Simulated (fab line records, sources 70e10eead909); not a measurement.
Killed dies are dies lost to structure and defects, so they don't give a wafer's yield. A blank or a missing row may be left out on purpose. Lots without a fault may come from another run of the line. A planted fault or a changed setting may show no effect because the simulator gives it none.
Problem report in the 8D (eight disciplines) form, filled by code | flow nand_harc | the parts of the form that need people (team, actions taken, sign-off) are left out

1. THE PROBLEM
run_length_s at NHARC_A_WL_FILL_ETCHBACK_16 reads a mean of 37.0 s on 2 wafers of 1 lot; wafers without a fault read 39.1 s with a standard deviation of 0.42. That is -5.1 standard deviations from the usual mean.
The step: etches the open film in C4F8/O2/Ar, target depth 88 nm, time 17.6 s.
First seen on wafer L826.1, day 17 06:04, on rie_diel-03. The record holds 37 wafers of 13 lots with a number at this step. Rule for "out", or "out of limits": more than 4 standard deviations from the usual mean. The other wafers with a number count as sound.

2. WHAT IT IS AND WHAT IT IS NOT
question                    | is                | is not
which readings at this step | run_length_s      | oes_product_au, rf_vpp_V
which lots                  | L826              | L818, L819, L820, L821, L822, L823, L831, L832, L836, L837, L838, L840
which wafers of those lots  | L826.1, L826.5    | L826.4
read on which tools         | rie_diel-03       | rie_diel-07, rie_diel-11
when                        | from day 17 06:04 | up to then (17 sound wafers); but 18 sound wafers of L831, L832, L836, L837, L838, L840 came after

3. SUSPECTS, AND WHAT RULES EACH OUT
Counting: a tool at a process step up to the reading stays a suspect if it ran every lot that is out. Sound lots after the first of them don't rule it out here, since some wafers of a struck lot are sound.
- har_etch-02 at NHARC_A_SLIT_ETCH_26 (etches the open film in C4F8/O2/Ar, time 90 s, target depth 400 nm): kept. It ran the lot that is out, L826 (day 16 01:53); its last sound lot up to then is L823 (day 15 20:25).
- rie_diel-05 at NHARC_A_SLIT_STRIP_18 (strips in O2): kept. It ran the lot that is out, L826 (day 16 10:48); its last sound lot up to then is L820 (day 15 11:57). NHARC_A_SLIT_STRIP_18 gives no start for some lots, so the hours and the order of its lots are those of NHARC_A_SIN_REMOVE_INSPECT_04.
- rie_diel-03 at NHARC_A_WL_FILL_ETCHBACK_16 (etches the open film in C4F8/O2/Ar, target depth 88 nm, time 17.6 s): kept. It ran the lot that is out, L826 (day 17 06:04); its last sound lot up to then is L823 (day 16 23:31). Its own readings are out on those wafers: run_length_s.
- Within rie_diel-05 at NHARC_A_SLIT_STRIP_18: the wafers that are out ran in chamber 0; their sound lot-mates ran in chamber 2.
- Within rie_diel-03 at NHARC_A_WL_FILL_ETCHBACK_16: the wafers that are out ran in chamber 2; their sound lot-mates ran in chamber 1.
Left after counting: har_etch-02 at NHARC_A_SLIT_ETCH_26, rie_diel-05 at NHARC_A_SLIT_STRIP_18, rie_diel-03 at NHARC_A_WL_FILL_ETCHBACK_16.

4. THE CAUSE (what the simulator had put in)
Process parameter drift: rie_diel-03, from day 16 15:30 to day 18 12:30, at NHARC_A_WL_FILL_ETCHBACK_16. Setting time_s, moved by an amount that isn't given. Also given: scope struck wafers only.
Counting left 3 suspects, and this tool is among them.

5. THE CHAIN OF EFFECTS, in route order
Each row: a reading whose mean over the struck wafers that have a number lies more than 3 standard deviations from the usual. Only readings for which the record gives a usual standard deviation are gone through. hours: the time from each lot's start at the first step in this table that gives one to its start at this step, as a median over the lots. sigmas: the change in usual standard deviations.
hours | step                        | reading      | usual  | on struck wafers | change | sigmas
0     | NHARC_A_WL_FILL_ETCHBACK_16 | run_length_s | 39.1 s | 37.0             | -2.1   | -5.1
The process steps in it:
- NHARC_A_WL_FILL_ETCHBACK_16: etches the open film in C4F8/O2/Ar, target depth 88 nm, time 17.6 s.

6. WHAT WOULD HAVE CAUGHT IT SOONER
In this record the first reading out of limits was taken at day 17 06:04, 15 hours after the fault began at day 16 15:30.
